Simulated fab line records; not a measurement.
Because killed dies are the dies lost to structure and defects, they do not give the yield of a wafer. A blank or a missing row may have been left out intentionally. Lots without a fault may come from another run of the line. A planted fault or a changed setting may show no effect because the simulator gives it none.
A struck lot beside a sound one -- flow nand_harc -- 39 steps out of a route of 1159
Sound: these wafers, L445.1, L445.2, L445.4. Struck: wafers L436.1, L436.6. The cause is given at the end.
At each step with rows: each side's tool, then ch and its chambers, then its first start. Under that, the readings that differ: sound wafers -- struck wafers -- difference of the means -- sigmas: that difference in standard deviations of wafers without a fault.
alike: words and numbers the same on both sides, and readings whose means are apart by under 2 such deviations; not compared: readings that were withheld, readings missing a value for some wafer, numbers with overlapping values and no deviation given by the record, and bounds like >300 which may hide the same value.
Wherever a step has rows on one side only, a row that says differs or no value, or a row with sigmas, the two part there. Numbers that have no deviation but don't overlap get no sigmas and don't part them. A reading missing from all wafers of one side parts the sides only when that side holds two or more wafers.

first, 10 steps without rows for these wafers: NHARC_A_CHANNEL_HOLE_D1_DEP_00 (deposits aC, target thk 3100 nm); NHARC_A_CHANNEL_HOLE_D1_DEP_01 (deposits SiON, target thk 140 nm); NHARC_A_CHANNEL_HOLE_D1_DEHYDRATE_02 (time 120 s); NHARC_A_CHANNEL_HOLE_D1_HMDS_03 (time 30 s); NHARC_A_CHANNEL_HOLE_D1_COAT_36 (time 75 s); NHARC_A_CHANNEL_HOLE_D1_COAT_37 (time 65 s); NHARC_A_CHANNEL_HOLE_D1_COAT_04 (resist thk 90 nm); NHARC_A_CHANNEL_HOLE_D1_SOFTBAKE_05 (time 55 s); NHARC_A_CHANNEL_HOLE_D1_EBR_06; NHARC_A_CHANNEL_HOLE_D1_EXPOSE_07 (exposes mask HOLE D1, target cd 100 nm).
NHARC_A_CHANNEL_HOLE_D1_PEB_08: peb time 65 s.
  sound on litho_track-01 ch 0, day 13 09:01; struck on litho_track-06 ch 0, day 11 11:04
  alike: chill_plate_temp_C, plate_temp_C
then, 1 step without rows for these wafers: NHARC_A_CHANNEL_HOLE_D1_DEVELOP_09 (develop time 35 s).
NHARC_A_CHANNEL_HOLE_D1_CD_MEAS_10: target cd 100 nm.
  sound on cd_sem-03 ch 0, day 13 09:05; struck on cd_sem-02 ch 0, day 11 11:09
reading,sound,struck,difference,sigmas
cd_nm (nm),99.4 100.0 100.2,109.9 110.0,+10.1,+25
NHARC_A_CHANNEL_HOLE_D1_DESCUM_15: chemistry O2, time 3 s.
  sound on rie_diel-09 ch 0,2,3, day 13 09:17; struck on rie_diel-09 ch 2,3, day 11 11:22
reading,sound,struck,difference,sigmas
throttle_valve_pct (%),11.334 11.307 11.318,11.293 11.303,-0.022,-2
model.A_CHANNEL_HOLE_D1.cd_nm (nm),99.51 99.22 100.2,109.5 109.4,+9.8,
  alike: drypump_motor_current_A, oes_product_au, rf_vpp_V, showerhead_plenum_p_Torr
  not compared: rf_hours_counter_h
then, 4 steps without rows for these wafers: NHARC_A_CHANNEL_HOLE_D1_ETCH_38 (etches the open film in CF4, target depth 39 nm, time 65 s); NHARC_A_CHANNEL_HOLE_D1_ETCH_39 (etches the open film in N2/H2, target depth 260 nm, time 325 s); NHARC_A_CHANNEL_HOLE_D1_ETCH_34 (etches the open film in CF4/CHF3, target depth 154 nm, time 77 s); NHARC_A_CHANNEL_HOLE_D1_ETCH_16 (etches the open film in O2/COS, target depth 3100 nm, time 806 s).
NHARC_A_CHANNEL_HOLE_D1_CD_MEAS_18:
  struck on cd_sem-02, day 11 12:28; sound on cd_sem-02, day 13 10:23
reading,sound,struck,difference,sigmas
cd_nm (nm),96.9 97.5 101.1,109.0 108.1,+10.0,+7
then, 12 steps without rows for these wafers: NHARC_A_CHANNEL_HOLE_D1_ETCH_19 (etches the open film in C4F8/O2/Ar, time 34.5 s); NHARC_A_CHANNEL_HOLE_D1_ETCH_20 (etches the open film in C4F8/O2/Ar, time 361.9 s, target depth 1600 nm); NHARC_A_CHANNEL_HOLE_D1_ETCH_21 (etches the open film in C4F8/O2/Ar, time 514.3 s, target depth 1600 nm); NHARC_A_CHANNEL_HOLE_D1_ETCH_22 (etches the open film in C4F8/O2/Ar, time 666.7 s, target depth 1600 nm); NHARC_A_CHANNEL_HOLE_D1_ETCH_23 (etches the open film in C4F8/O2/Ar, time 819 s, target depth 1600 nm); NHARC_A_CHANNEL_HOLE_D1_ETCH_24 (etches the open film in C4F8/O2/Ar, time 906.2 s, target depth 1500 nm); NHARC_A_CHANNEL_HOLE_D1_ETCH_25 (etches the open film in C4F8/O2/Ar, time 1040.2 s, target depth 1500 nm); NHARC_A_CHANNEL_HOLE_D1_ETCH_26 (etches the open film in C4F8/O2/Ar, time 224.1 s, target depth 300 nm); NHARC_A_CHANNEL_HOLE_D1_ETCH_33 (etches the open film in C4F8/O2/Ar, time 90 s, target depth 400 nm); NHARC_A_CHANNEL_HOLE_D1_STRIP_41 (strips in N2/H2); NHARC_A_CHANNEL_HOLE_D1_STRIP_42 (strips in CF4/CHF3); NHARC_A_CHANNEL_HOLE_D1_STRIP_43 (strips in O2/COS).
NHARC_A_CHANNEL_HOLE_D1_ETCH_44: etches the open film in CF4/O2, target depth 140 nm, overetch 14 nm, time 77 s.
  sound on rie_diel-13 ch 0,1,2, day 13 15:10; struck on rie_diel-13 ch 2,3, day 11 17:15
reading,sound,struck,difference,sigmas
model.A_CHANNEL_HOLE_D1.cd_nm (nm),91.68 89.04 89.92,99.95 101.5,+10.51,
  alike: drypump_motor_current_A, oes_product_au, rf_vpp_V, showerhead_plenum_p_Torr, throttle_valve_pct
  not compared: rf_hours_counter_h
then, 3 steps without rows for these wafers: NHARC_A_CHANNEL_HOLE_D1_STRIP_27 (strips in O2); NHARC_A_CHANNEL_HOLE_D1_PRECLEAN_28 (cleans in SC1); NHARC_A_CHANNEL_HOLE_D1_SRD_29.
NHARC_A_CHANNEL_HOLE_D1_CD_MEAS_30:
  struck on cd_sem-01, day 11 18:05; sound on cd_sem-02, day 13 16:00
reading,sound,struck,difference,sigmas
cd_nm (nm),92.5 89.6 90.0,99.5 101.3,+9.7,+11
NHARC_A_CHANNEL_HOLE_D1_XSEM_31:
  sound on xsem-01 ch 0, day 13 16:05; struck on xsem-02 ch 0, day 11 18:10
reading,sound,struck,difference,sigmas
bot_cd_nm (nm),77.5 74.3 74.4,84.2 86.0,+9.7,+10
  alike: bow_nm, tilt_deg
-- record jumps: 11 days between struck wafers' starts before vs after; left off in module A_CHANNEL_HOLE_D1, resumes in module END, first step shown is number 1158 of the route --
NHARC_END_WLT_00:
  struck on prober-02, day 22 12:39; sound on prober-01, day 24 14:26
reading,sound,struck,difference,sigmas
VT_DECK1_BOTTOM,0.871 0.873 0.871,0.903,+0.031,+4
VT_DECK1_BOTTOM_INNER,0.874 0.866 0.868,0.903,+0.034,+5
VT_DECK1_MEDIAN_NEAR_BOTTOM,0.874 0.860 0.875,0.908,+0.038,+5
VT_DECK1_MEDIAN_NEAR_BOTTOM_INNER,0.877 0.867 0.863,0.901,+0.032,+5
VT_DECK1_MIDDLE,0.878 0.888 0.880,0.903,+0.021,+3
VT_DECK1_MIDDLE_INNER,0.880 0.882 0.878,0.906,+0.026,+4
VT_DECK1_TOP,0.890 0.886 0.887,0.913,+0.025,+3
VT_DECK1_TOP_INNER,0.888 0.889 0.888,0.921,+0.033,+4
NHARC_END_SORT_01:
  only the struck wafers appear in the record here, on prober-02 ch 0 at day 22 17:02; the sound ones have no rows

## WHERE THEY PART
First at NHARC_A_CHANNEL_HOLE_D1_CD_MEAS_10; last, within this record, at NHARC_END_SORT_01.

WHY: what had been put in by the simulator
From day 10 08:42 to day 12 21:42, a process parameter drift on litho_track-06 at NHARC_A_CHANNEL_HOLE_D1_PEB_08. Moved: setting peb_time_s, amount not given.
